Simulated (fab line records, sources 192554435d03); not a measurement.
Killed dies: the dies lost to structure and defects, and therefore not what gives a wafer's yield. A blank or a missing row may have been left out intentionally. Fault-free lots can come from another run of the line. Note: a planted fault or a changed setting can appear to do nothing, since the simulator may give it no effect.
Chamber matching ; flow n5-finfet ; N5_MOL_CONTACT_COAG_ALD_20 on ald-metal-01 has 4 sister chambers
The step deposits TiN, target thk 1.5 nm, pulse time 1 s, purge time 3 s. 4 wafers are shown with their chamber, then 12 later ones without.

== WAFERS, EACH WITH ITS CHAMBER ==
wafer;chamber;heater-power-w (W)
L091.1;0;894
L091.2;3;933
L092.5;2;982
L092.6;1;898

== WAFERS WHOSE CHAMBER IS MISSING ==
wafer;heater-power-w (W)
L093.1;936
L093.2;863
L093.4;959
L095.2;860
L095.4;924
L095.6;881
L096.1;933
L096.2;905
L096.3;889
L097.1;901
L097.2;962
L097.5;886

== CHAMBER TAKEN BY EACH ==
wafer;from the rows above;in truth
L093.1;3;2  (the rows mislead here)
L093.2;can't be placed: 0 or 1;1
L093.4;can't be placed: 2 or 3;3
L095.2;can't be placed: 0 or 1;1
L095.4;can't be placed: 3 or 1 or 0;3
L095.6;can't be placed: 0 or 1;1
L096.1;3;3
L096.2;can't be placed: 1 or 0 or 3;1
L096.3;can't be placed: 0 or 1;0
L097.1;can't be placed: 1 or 0 or 3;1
L097.2;can't be placed: 2 or 3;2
L097.5;can't be placed: 0 or 1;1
Correct placement for 1 of the 12. From these rows, 10 cannot be placed; in 10 the true chamber is one of the candidates. Wrongly placed: 1.
How it was worked out, from the rows above alone: a wafer's distance from a chamber is the root of the sum, over the readings, of the square of ((its reading less the chamber's mean) divided by the reading's scatter). If the next closest chamber is less than 2 further off than the closest, the wafer can't be placed; otherwise it belongs to the closest. For every chamber, the mean is computed from those of its wafers that are shown. The scatter: root of mean squared gap, hidden wafer to nearest shown wafer, with one shown wafer a chamber.
